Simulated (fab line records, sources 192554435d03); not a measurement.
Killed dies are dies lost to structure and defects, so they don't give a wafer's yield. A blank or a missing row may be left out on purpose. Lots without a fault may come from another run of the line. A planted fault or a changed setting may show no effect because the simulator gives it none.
fab line records | flow n5_finfet
record lots=24 wafers=72 last_day=18
route steps=1938 shown DUMMY_GATE@214 SD_EPI_P@316 ILD0@345 SDB@357
lots that met no fault: from a run of the same line without faults
start_h: hours from the record's first day to the start of the lot's first wafer shown | wait_h: hours since the lot's step before | " the same as in the row above | L1.1+2: a row that stands for several wafers | - no value, or no start given | * or withheld: withheld | < > ~ a bound
route shown NAME@n: a module of which the file shows steps, and the number in the route of the first | usual: mean/standard deviation of fault-free wafers | same: alike in all rows | chamber/n: place in a boat | sites: the reading at each site | _std_site: their standard deviation | _edge_site: outer sites' mean less inner sites' | radius_mm: how far each site lies from the wafer's centre | mask NAME#n: copy n | behind: the tool/chamber that last shaped the wafer | hold: why the lot was held/for how many hours/how that ended | device: the transistor (n, p or np) that didn't switch | end of line: the same wafers' tests at the end of the route | a step without rows: its recipe alone | killed: dies lost to structure and defects at the first sort, not the wafer's yield | map: a wafer's dies, x killed, . not, _ none there
set.NAME: the setting as run; set.NAME@STEP: as run at that earlier step | model.NAME: the simulator's own value behind a step, which no gauge read
steps of the route over a sample of lots; a table a step, a row a wafer
services: from which hour (start_h, from the record's first day; less than 0 if before it) a tool's chamber was out of use, for how many hours, and why
## steps
# step N5_DUMMY_GATE_ALD_02
# recipe material=SiO2 target_thk_a=20 temp_c=300 ald_precursor_family=BDEAS ald_co_reactant=O2-plasma pulse_time_s=1 pressure_torr=2
# usual heater_power_outer_w=264/30 heater_power_w=467/39 precursor_pulse_height_rel=1.001/0.019
# columns lot.wafer tool chamber start_h wait_h heater_power_outer_w heater_power_w precursor_pulse_height_rel
L074.2 ald_sin-04 3 36.65 0.0 291 476 0.997
L074.3 " 0 " " 322 576 1.006
L074.6 " 2 " " 273 469 1.019
L075.2 ald_sin-01 3 44.56 1.0 230 447 1.015
L075.4 " 1 " " 275 477 1.006
L075.5 " 3 " " 234 429 1.020
L076.1 ald_sin-02 3 51.86 1.1 298 532 0.991
L076.4 " 3 " " 318 531 0.999
L076.5 " 1 " " 266 469 0.995
L077.3 ald_sin-04 3 57.80 0.3 285 477 1.000
L077.5 " 2 " " 271 474 1.004
L077.6 " 1 " " 247 434 1.009
L078.1 ald_sin-02 3 62.21 0.8 309 519 0.965
L078.2 " 1 " " 278 462 1.024
L078.5 " 3 " " 308 515 1.011
L079.2 ald_sin-02 0 69.46 0.0 205 403 1.012
L079.3 " 1 " " 274 474 1.012
L079.6 " 3 " " 305 545 1.012
L080.2 ald_sin-04 1 74.47 0.2 245 441 1.010
L080.3 " 3 " " 285 489 1.011
L080.5 " 0 " " 313 564 0.998
L081.1 ald_sin-04 3 79.61 0.0 290 475 1.005
L081.3 " 0 " " 323 553 0.971
L081.6 " 0 " " 312 572 0.998
L082.3 ald_sin-01 2 85.76 0.1 266 468 0.984
L082.5 " 0 " " 268 499 1.005
L082.6 " 1 " " 271 474 0.993
L083.1 ald_sin-01 2 90.38 0.0 271 459 0.994
L083.2 " 0 " " 267 481 0.996
L083.6 " 2 " " 268 450 1.003
L084.1 ald_sin-01 0 99.50 1.5 269 481 0.998
L084.4 " 1 " " 273 472 1.015
L084.5 " 3 " " 235 441 0.982
L085.1 ald_sin-02 2 103.95 0.5 285 466 0.967
L085.3 " 3 " " 272 461 1.024
L085.6 " 0 " " 200 390 0.980
L086.3 ald_sin-02 3 112.13 0.6 279 475 0.987
L086.4 " 0 " " 199 401 1.014
L086.5 " 2 " " 292 481 0.957
L087.2 ald_sin-01 3 120.04 0.7 227 440 0.994
L087.3 " 0 " " 267 496 1.005
L087.5 " 3 " " 229 442 1.003
L088.3 ald_sin-04 2 123.02 0.4 270 471 1.022
L088.5 " 3 " " 277 496 0.995
L088.6 " 2 " " 270 470 0.993
L089.1 ald_sin-02 0 128.71 0.0 204 389 1.019
L089.2 " 2 " " 282 467 0.985
L089.3 " 3 " " 272 476 1.001
L090.2 ald_sin-02 2 134.30 0.1 287 463 1.020
L090.3 " 0 " " 199 384 0.996
L090.4 " 1 " " 266 468 0.999
L091.1 ald_sin-02 2 139.34 0.0 292 468 0.994
L091.2 " 3 " " 275 464 0.994
L091.4 " 1 " " 269 455 1.013
L092.1 ald_sin-01 0 144.11 0.0 274 498 0.983
L092.2 " 2 " " 269 469 0.999
L092.3 " 1 " " 274 480 1.020
L093.1 ald_sin-01 0 150.60 0.6 266 508 0.993
L093.3 " 2 " " 267 468 0.996
L093.5 " 1 " " 272 474 1.026
L094.1 ald_sin-02 0 157.70 0.0 203 392 0.989
L094.4 " 1 " " 275 482 1.000
L094.5 " 1 " " 261 477 1.017
L095.2 ald_sin-02 2 164.31 0.1 284 462 0.987
L095.3 " 3 " " 268 478 0.974
L095.6 " 3 " " 273 471 1.015
L096.1 ald_sin-02 3 169.13 0.2 279 469 1.024
L096.3 " 0 " " 203 393 1.000
L096.4 " 1 " " 266 477 0.980
L097.3 ald_sin-01 0 174.64 0.0 266 487 0.998
L097.5 " 3 " " 234 443 1.025
L097.6 " 2 " " 272 458 1.021
# step N5_DUMMY_GATE_CD_MEAS_24
# recipe target_cd_nm=15
# usual cd_nm=15.0/0.38
# columns lot.wafer tool chamber start_h wait_h cd_nm
L074.2 cd_sem-01 - 46.02 0.1 15.4
L074.3 " - " " 15.6
L074.6 " - " " 15.2
L075.2 cd_sem-01 - 53.99 0.1 15.6
L075.4 " - " " 15.7
L075.5 " - " " 15.1
L076.1 cd_sem-03 - 61.49 0.1 15.1
L076.4 " - " " 14.7
L076.5 " - " " 14.6
L077.3 cd_sem-03 - 67.22 0.1 15.0
L077.5 " - " " 15.0
L077.6 " - " " 15.3
L078.1 cd_sem-02 - 75.27 0.1 14.7
L078.2 " - " " 14.6
L078.5 " - " " 15.1
L079.2 cd_sem-02 - 83.47 0.1 14.4
L079.3 " - " " 14.8
L079.6 " - " " 14.2
L080.2 cd_sem-03 - 84.27 0.1 14.7
L080.3 " - " " 15.1
L080.5 " - " " 14.4
L081.1 cd_sem-02 - 89.04 0.1 15.3
L081.3 " - " " 15.7
L081.6 " - " " 15.6
L082.3 cd_sem-01 - 95.39 0.1 15.6
L082.5 " - " " 15.4
L082.6 " - " " 14.9
L083.1 cd_sem-01 - 99.75 0.1 15.1
L083.2 " - " " 14.7
L083.6 " - " " 14.5
L084.1 cd_sem-03 - 108.87 0.1 15.6
L084.4 " - " " 15.4
L084.5 " - " " 15.5
L085.1 cd_sem-03 - 113.49 0.1 14.2
L085.3 " - " " 14.9
L085.6 " - " " 14.8
L086.3 cd_sem-02 - 121.65 0.1 14.6
L086.4 " - " " 15.4
L086.5 " - " " 15.0
L087.2 cd_sem-02 - 129.54 0.1 15.1
L087.3 " - " " 15.8
L087.5 " - " " 15.2
L088.3 cd_sem-01 - 132.40 0.1 15.1
L088.5 " - " " 14.9
L088.6 " - " " 14.6
L089.1 cd_sem-01 - 138.30 0.1 15.3
L089.2 " - " " 15.8
L089.3 " - " " 15.5
L090.2 cd_sem-02 - 143.83 0.1 15.3
L090.3 " - " " 15.0
L090.4 " - " " 14.8
L091.1 cd_sem-01 - 149.03 0.1 14.8
L091.2 " - " " 15.1
L091.4 " - " " 15.6
L092.1 cd_sem-03 - 153.51 0.1 15.3
L092.2 " - " " 15.0
L092.3 " - " " 15.4
L093.1 cd_sem-02 - 161.56 0.1 15.3
L093.3 " - " " 14.7
L093.5 " - " " 14.9
L094.1 cd_sem-03 - 167.07 0.1 14.8
L094.4 " - " " 15.3
L094.5 " - " " 15.2
L095.2 cd_sem-01 - 175.78 0.1 14.5
L095.3 " - " " 15.2
L095.6 " - " " 14.2
L096.1 cd_sem-02 - 178.64 0.1 14.6
L096.3 " - " " 14.9
L096.4 " - " " 15.9
L097.3 cd_sem-03 - 186.86 0.1 15.2
L097.5 " - " " 14.7
L097.6 " - " " 14.5
# step N5_SD_EPI_P_STRIP_40
# recipe chemistry=N2/H2 power_w=1000 temp_c=250 h2_frac=0.65 overash_fraction=0.3 pressure_mtorr=withheld n2_flow_sccm=1750 h2_flow_sccm=3250
# usual drypump_motor_current_A=5.6/0.55 heater_power_w=352/40 oes_product_au=0.761/0.011
# columns lot.wafer tool chamber start_h wait_h drypump_motor_current_A heater_power_w oes_product_au rf_hours_counter_h
L074.2 plasma_asher-02 1 53.26 0.0 5.5 339 0.782 85
L074.3 " 0 " " 4.8 328 0.785 -
L074.6 " 0 " " 4.8 328 0.765 -
L075.2 plasma_asher-02 1 60.75 0.0 5.6 343 0.744 87
L075.4 " 1 " " 5.6 336 0.770 -
L075.5 " 0 " " 4.8 327 0.752 -
L076.1 plasma_asher-02 1 68.50 0.0 5.6 342 0.742 89
L076.4 " 1 " " 5.6 338 0.766 -
L076.5 " 1 " " 5.6 333 0.772 -
L077.3 plasma_asher-02 1 74.27 0.0 5.6 343 0.766 -
L077.5 " 0 " " 4.8 325 0.759 -
L077.6 " 1 " " 5.6 341 0.762 -
L078.1 plasma_asher-02 0 82.57 0.0 4.8 327 0.762 91
L078.2 " 1 " " 5.6 336 0.755 91
L078.5 " 0 " " 4.8 330 0.761 -
L079.2 plasma_asher-01 1 90.74 0.0 6.0 335 0.764 39
L079.3 " 1 " " 6.0 328 0.748 -
L079.6 " 1 " " 6.0 328 0.748 -
L080.2 plasma_asher-02 0 91.44 0.0 4.8 319 0.779 93
L080.3 " 1 " " 5.6 340 0.783 -
L080.5 " 1 " " 5.6 333 0.767 -
L081.1 plasma_asher-01 0 97.03 0.0 6.2 422 0.764 40
L081.3 " 0 " " 6.3 416 0.757 -
L081.6 " 0 " " 6.2 417 0.747 -
L082.3 plasma_asher-02 1 103.39 0.0 5.6 341 0.768 -
L082.5 " 1 " " 5.6 342 0.779 -
L082.6 " 0 " " 4.8 335 0.770 -
L083.1 plasma_asher-02 1 108.82 0.0 5.6 330 0.773 95
L083.2 " 0 " " 4.9 334 0.768 95
L083.6 " 0 " " 4.9 328 0.768 -
L084.1 plasma_asher-02 0 115.67 0.0 4.8 334 0.784 97
L084.4 " 0 " " 4.9 331 0.767 -
L084.5 " 1 " " 5.6 339 0.769 -
L085.1 plasma_asher-02 1 120.64 0.0 5.6 341 0.785 97
L085.3 " 0 " " 4.8 335 0.771 -
L085.6 " 1 " " 5.6 336 0.749 -
L086.3 plasma_asher-02 1 128.17 0.0 5.6 328 0.755 -
L086.4 " 0 " " 4.8 332 0.748 -
L086.5 " 0 " " 4.8 321 0.755 -
L087.2 plasma_asher-01 0 136.95 0.0 6.3 428 0.767 49
L087.3 " 0 " " 6.3 438 0.770 -
L087.5 " 0 " " 6.3 428 0.748 -
L088.3 plasma_asher-01 0 139.80 0.0 6.3 427 0.786 -
L088.5 " 0 " " 6.2 435 0.754 -
L088.6 " 1 " " 6.0 327 0.746 -
L089.1 plasma_asher-02 0 145.15 0.0 4.8 330 0.736 103
L089.2 " 1 " " 5.6 339 0.730 103
L089.3 " 0 " " 4.8 327 0.746 -
L090.2 plasma_asher-01 1 150.62 0.0 6.0 316 0.755 52
L090.3 " 1 " " 6.0 317 0.763 -
L090.4 " 0 " " 6.2 439 0.764 -
L091.1 plasma_asher-01 0 156.43 0.0 6.3 416 0.747 52
L091.2 " 1 " " 6.0 320 0.752 52
L091.4 " 1 " " 6.0 322 0.779 -
L092.1 plasma_asher-02 0 161.99 0.0 4.8 330 0.750 106
L092.2 " 1 " " 5.6 350 0.752 106
L092.3 " 1 " " 5.6 336 0.767 -
L093.1 plasma_asher-01 1 168.09 0.0 6.0 321 0.774 56
L093.3 " 0 " " 6.3 430 0.755 -
L093.5 " 0 " " 6.2 429 0.755 -
L094.1 plasma_asher-01 0 173.97 0.1 6.3 408 0.741 57
L094.4 " 0 " " 6.2 422 0.753 -
L094.5 " 0 " " 6.2 429 0.777 -
L095.2 plasma_asher-01 0 183.68 0.1 6.2 408 0.772 60
L095.3 " 0 " " 6.3 426 0.782 -
L095.6 " 1 " " 6.0 326 0.764 -
L096.1 plasma_asher-01 0 186.39 0.1 6.3 421 0.749 60
L096.3 " 1 " " 6.0 325 0.765 -
L096.4 " 0 " " 6.3 429 0.755 -
L097.3 plasma_asher-01 1 195.00 0.1 6.0 332 0.764 -
L097.5 " 0 " " 6.2 429 0.753 -
L097.6 " 1 " " 6.0 326 0.758 -
# step N5_ILD0_THK_MEAS_13
# usual thk_nm=17.7/1.1
# columns lot.wafer tool chamber start_h wait_h thk_nm
L074.2 film_metro-01 - 63.28 - 19.6
L074.3 " - " " 19.0
L074.6 " - " " 19.3
L075.2 film_metro-02 - 70.69 - 16.7
L075.4 " - " " 18.5
L075.5 " - " " 19.2
L076.1 film_metro-02 - 78.61 - 19.1
L076.4 " - " " 19.1
L076.5 " - " " 19.4
L077.3 film_metro-01 - 84.48 - 16.6
L077.5 " - " " 17.5
L077.6 " - " " 19.2
L078.1 film_metro-02 - 94.98 - 19.4
L078.2 " - " " 19.6
L078.5 " - " " 18.9
L079.2 film_metro-01 - 101.80 - 16.4
L079.3 " - " " 16.9
L079.6 " - " " 16.5
L080.2 film_metro-01 - 102.59 - 17.9
L080.3 " - " " 18.8
L080.5 " - " " 18.1
L081.1 film_metro-01 - 107.89 - 17.7
L081.3 " - " " 17.6
L081.6 " - " " 16.3
L082.3 film_metro-01 - 113.86 - 17.2
L082.5 " - " " 17.3
L082.6 " - " " 17.7
L083.1 film_metro-01 - 120.09 - 18.3
L083.2 " - " " 17.1
L083.6 " - " " 18.2
L084.1 film_metro-01 - 125.74 - 18.1
L084.4 " - " " 17.6
L084.5 " - " " 16.9
L085.1 film_metro-02 - 130.89 - 18.3
L085.3 " - " " 17.3
L085.6 " - " " 17.4
L086.3 film_metro-02 - 138.21 - 19.8
L086.4 " - " " 19.1
L086.5 " - " " 18.3
L087.2 film_metro-01 - 147.20 - 16.4
L087.3 " - " " 17.1
L087.5 " - " " 17.2
L088.3 film_metro-02 - 150.17 - 17.3
L088.5 " - " " 17.4
L088.6 " - " " 17.0
L089.1 film_metro-01 - 155.49 - 17.0
L089.2 " - " " 16.8
L089.3 " - " " 17.7
L090.2 film_metro-01 - 161.16 - 18.8
L090.3 " - " " 16.7
L090.4 " - " " 17.3
L091.1 film_metro-01 - 166.49 - 18.4
L091.2 " - " " 18.1
L091.4 " - " " 16.6
L092.1 film_metro-01 - 171.86 - 18.7
L092.2 " - " " 17.5
L092.3 " - " " 17.4
L093.1 film_metro-01 - 178.03 - 16.0
L093.3 " - " " 17.2
L093.5 " - " " 17.1
L094.1 film_metro-01 - 184.53 - 17.9
L094.4 " - " " 16.5
L094.5 " - " " 16.9
L095.2 film_metro-01 - 195.09 - 16.4
L095.3 " - " " 19.5
L095.6 " - " " 17.2
L096.1 film_metro-02 - 196.81 - 18.1
L096.3 " - " " 18.0
L096.4 " - " " 16.7
L097.3 film_metro-02 - 205.63 - 17.6
L097.5 " - " " 16.2
L097.6 " - " " 18.1
# step N5_SDB_OVL_MEAS_12
# recipe points_per_wafer=44
# usual SDB_OVL=0.3/0.7
# columns lot.wafer tool chamber start_h wait_h SDB_OVL[nm]
L074.2 overlay-02 0 63.72 0.0 -1.6
L074.3 " 0 " " -1.0
L074.6 " 0 " " -1.2
L075.2 overlay-02 0 71.26 0.0 -0.8
L075.4 " 0 " " -0.4
L075.5 " 0 " " -1.0
L076.1 overlay-01 0 79.18 0.0 1.1
L076.4 " 0 " " 0.8
L076.5 " 0 " " 1.3
L077.3 overlay-02 0 84.90 0.0 1.2
L077.5 " 0 " " 1.1
L077.6 " 0 " " 0.6
L078.1 overlay-01 0 95.52 0.0 0.8
L078.2 " 0 " " 0.5
L078.5 " 0 " " 0.1
L079.2 overlay-02 0 102.34 0.0 0.1
L079.3 " 0 " " 0.4
L079.6 " 0 " " 0.4
L080.2 overlay-02 0 103.13 0.0 -0.3
L080.3 " 0 " " 0.3
L080.5 " 0 " " 0.5
L081.1 overlay-02 0 108.43 0.0 0.4
L081.3 " 0 " " 0.9
L081.6 " 0 " " 0.3
L082.3 overlay-02 0 114.28 0.0 -0.2
L082.5 " 0 " " 0.9
L082.6 " 0 " " 0.4
L083.1 overlay-01 0 120.64 0.0 1.1
L083.2 " 0 " " -0.2
L083.6 " 0 " " 0.0
L084.1 overlay-02 0 126.31 0.0 0.1
L084.4 " 0 " " -0.5
L084.5 " 0 " " -0.9
L085.1 overlay-01 0 131.43 0.0 0.4
L085.3 " 0 " " 0.5
L085.6 " 0 " " 0.5
L086.3 overlay-02 0 138.75 0.0 0.6
L086.4 " 0 " " 0.6
L086.5 " 0 " " 1.0
L087.2 overlay-02 0 147.62 0.0 -0.3
L087.3 " 0 " " 1.9
L087.5 " 0 " " 0.5
L088.3 overlay-01 0 150.72 0.0 0.6
L088.5 " 0 " " 0.2
L088.6 " 0 " " -0.5
L089.1 overlay-02 0 155.91 0.0 0.4
L089.2 " 0 " " 0.3
L089.3 " 0 " " 0.1
L090.2 overlay-02 0 161.71 0.0 -0.3
L090.3 " 0 " " -0.4
L090.4 " 0 " " -0.4
L091.1 overlay-02 0 167.04 0.0 0.1
L091.2 " 0 " " -0.8
L091.4 " 0 " " -0.6
L092.1 overlay-02 0 172.28 0.0 -0.1
L092.2 " 0 " " 1.0
L092.3 " 0 " " 0.1
L093.1 overlay-02 0 178.57 0.0 0.9
L093.3 " 0 " " 1.1
L093.5 " 0 " " 1.2
L094.1 overlay-02 0 185.08 0.0 1.0
L094.4 " 0 " " 0.3
L094.5 " 0 " " 1.8
L095.2 overlay-01 0 195.51 0.0 -0.2
L095.3 " 0 " " 0.2
L095.6 " 0 " " -0.6
L096.1 overlay-02 0 197.38 0.0 -0.2
L096.3 " 0 " " 0.9
L096.4 " 0 " " 0.3
L097.3 overlay-02 0 206.18 0.0 0.6
L097.5 " 0 " " 0.3
L097.6 " 0 " " 0.0
# step N5_SDB_ETCH_18
# recipe chemistry=N2/H2 target=SOC target_depth_a=1000 overetch_a=200 mask_material=SiARC temp_c=40 time_s=150 ion_energy_ev=200 pressure_mtorr=30 source_w=840 bias_w=150 n2_flow_sccm=200 h2_flow_sccm=200
# usual drypump_motor_current_A=5.8/0.55 oes_product_au=0.71/0.059 rf_vpp_V=523.6/2 showerhead_plenum_p_Torr=2.53/0.07 throttle_valve_pct=17.8/0.32
# columns lot.wafer tool chamber start_h wait_h drypump_motor_current_A oes_product_au rf_hours_counter_h rf_vpp_V showerhead_plenum_p_Torr throttle_valve_pct
L074.2 rie_diel-01 1 63.85 0.0 5.4 0.78 30 525.8 2.60 17.5
L074.3 " 3 " " 6.3 0.78 23 524.5 2.61 17.4
L074.6 " 3 " " 6.2 0.79 - 523.8 2.61 17.4
L075.2 rie_diel-04 1 71.91 0.0 6.0 0.66 182 523.8 2.53 18.2
L075.4 " 3 " " 5.3 0.70 132 521.1 2.45 18.0
L075.5 " 0 " " 6.8 0.66 - 521.1 2.41 18.0
L076.1 rie_diel-04 3 79.39 0.0 5.3 0.70 133 521.7 2.45 18.0
L076.4 " 1 " " 6.0 0.66 184 524.7 2.53 18.2
L076.5 " 3 " " 5.3 0.70 - 521.2 2.45 18.0
L077.3 rie_diel-01 3 85.18 0.0 6.3 0.77 30 525.3 2.60 17.4
L077.5 " 0 " " 5.3 0.83 - 525.4 2.57 17.5
L077.6 " 1 " " 5.5 0.77 - 525.2 2.59 17.5
L078.1 rie_diel-01 2 95.65 0.0 5.1 0.73 66 521.5 2.48 17.7
L078.2 " 1 " " 5.4 0.76 42 524.0 2.59 17.6
L078.5 " 1 " " 5.4 0.75 - 524.9 2.59 17.6
L079.2 rie_diel-04 2 102.47 0.0 6.2 0.81 22 521.2 2.49 17.5
L079.3 " 1 " " 6.0 0.66 191 522.6 2.53 18.3
L079.6 " 1 " " 6.0 0.66 - 523.2 2.53 18.3
L080.2 rie_diel-01 2 103.26 0.0 5.1 0.74 69 521.8 2.48 17.7
L080.3 " 0 " " 5.3 0.82 20 524.8 2.57 17.5
L080.5 " 0 " " 5.3 0.81 - 523.7 2.57 17.5
L081.1 rie_diel-01 0 108.70 0.0 5.3 0.81 23 525.2 2.57 17.5
L081.3 " 3 " " 6.3 0.75 38 524.5 2.60 17.4
L081.6 " 1 " " 5.5 0.75 - 525.0 2.59 17.6
L082.3 rie_diel-02 1 114.41 0.0 6.6 0.66 142 524.2 2.55 18.1
L082.5 " 2 " " 5.9 0.69 - 528.2 2.64 17.7
L082.6 " 1 " " 6.6 0.66 - 522.6 2.55 18.1
L083.1 rie_diel-01 1 120.76 0.0 5.5 0.75 51 524.3 2.59 17.6
L083.2 " 2 " " 5.1 0.72 75 520.7 2.47 17.7
L083.6 " 1 " " 5.5 0.75 - 526.0 2.59 17.6
L084.1 rie_diel-02 2 126.49 0.0 5.8 0.68 156 527.2 2.64 17.7
L084.4 " 0 " " 5.6 0.65 220 525.9 2.63 18.2
L084.5 " 0 " " 5.6 0.65 - 526.1 2.63 18.2
L085.1 rie_diel-04 0 131.57 0.0 6.8 0.65 186 520.9 2.41 18.1
L085.3 " 2 " " 6.2 0.80 31 521.4 2.48 17.5
L085.6 " 0 " " 6.8 0.65 - 521.1 2.41 18.1
L086.3 rie_diel-02 3 138.94 0.0 5.0 0.66 166 523.1 2.54 18.3
L086.4 " 0 " " 5.6 0.65 225 525.9 2.63 18.2
L086.5 " 3 " " 5.0 0.65 - 524.5 2.54 18.3
L087.2 rie_diel-01 3 147.95 0.0 6.3 0.74 52 524.4 2.59 17.4
L087.3 " 1 " " 5.5 0.74 61 524.5 2.58 17.6
L087.5 " 0 " " 5.3 0.79 - 525.8 2.56 17.5
L088.3 rie_diel-01 0 151.33 0.0 5.3 0.78 39 524.4 2.56 17.5
L088.5 " 3 " " 6.3 0.73 - 525.8 2.59 17.5
L088.6 " 0 " " 5.3 0.78 - 524.0 2.56 17.5
L089.1 rie_diel-02 0 156.04 0.0 5.6 0.64 231 525.1 2.63 18.2
L089.2 " 1 " " 6.6 0.65 157 522.4 2.54 18.1
L089.3 " 2 " " 5.8 0.67 167 525.5 2.64 17.8
L090.2 rie_diel-04 1 161.83 0.0 6.0 0.65 211 522.6 2.52 18.3
L090.3 " 2 " " 6.2 0.79 41 521.0 2.48 17.5
L090.4 " 0 " " 6.8 0.65 193 520.4 2.40 18.1
L091.1 rie_diel-04 3 167.16 0.0 5.3 0.68 162 521.3 2.44 18.1
L091.2 " 1 " " 6.0 0.65 214 523.4 2.52 18.3
L091.4 " 2 " " 6.1 0.78 43 522.6 2.48 17.5
L092.1 rie_diel-04 2 172.60 0.0 6.1 0.78 44 522.2 2.48 17.5
L092.2 " 3 " " 5.3 0.67 164 520.7 2.44 18.1
L092.3 " 1 " " 6.0 0.65 215 523.3 2.52 18.3
L093.1 rie_diel-02 0 178.82 0.0 5.6 0.64 240 525.6 2.62 18.2
L093.3 " 3 " " 5.0 0.64 181 523.3 2.54 18.3
L093.5 " 0 " " 5.6 0.64 - 526.6 2.62 18.2
L094.1 rie_diel-04 0 185.21 0.0 6.8 0.64 202 521.1 2.40 18.1
L094.4 " 3 " " 5.3 0.68 169 520.3 2.44 18.1
L094.5 " 2 " " 6.1 0.77 - 522.7 2.48 17.5
L095.2 rie_diel-01 0 195.65 0.0 5.3 0.76 53 525.3 2.56 17.5
L095.3 " 2 " " 5.1 0.71 99 520.4 2.46 17.8
L095.6 " 1 " " 5.5 0.73 - 526.2 2.58 17.6
L096.1 rie_diel-02 0 197.83 0.0 5.6 0.63 246 525.7 2.62 18.2
L096.3 " 1 " " 6.6 0.65 171 522.8 2.54 18.2
L096.4 " 3 " " 5.0 0.65 187 521.6 2.53 18.3
L097.3 rie_diel-01 1 206.30 0.0 5.4 0.72 81 523.8 2.58 17.6
L097.5 " 0 " " 5.3 0.77 - 523.7 2.55 17.5
L097.6 " 3 " " 6.3 0.72 - 524.6 2.59 17.5
## services
# columns tool chamber start_h hours kind
rie_diel-01 0 22.06 - clean
ald_sin-02 2 24.11 40.3 repair
plasma_asher-01 - 29.47 1.7 repair
ald_sin-01 3 30.86 5.8 repair
rie_diel-02 2 33.11 2.0 repair
ald_sin-02 - 41.58 2.8 pm
rie_diel-04 - 44.12 0.5 repair
rie_diel-04 3 59.49 4.5 repair
rie_diel-02 3 62.52 4.2 repair
plasma_asher-02 - 74.47 0.4 repair
ald_sin-02 - 85.48 14.0 pm
ald_sin-02 0 85.48 14.0 vent_cycle
ald_sin-02 1 85.48 14.0 vent_cycle
ald_sin-02 2 85.48 14.0 vent_cycle
ald_sin-02 3 85.48 14.0 vent_cycle
ald_sin-04 - 94.92 28.1 pm
ald_sin-02 0 99.48 - clean
ald_sin-02 1 99.48 - clean
ald_sin-02 2 99.48 - clean
ald_sin-02 3 99.48 - clean
ald_sin-01 1 126.81 11.3 repair
ald_sin-01 2 138.37 4.5 repair
rie_diel-04 0 143.65 8.5 repair
plasma_asher-02 - 176.14 4.9 repair
## key
fault none
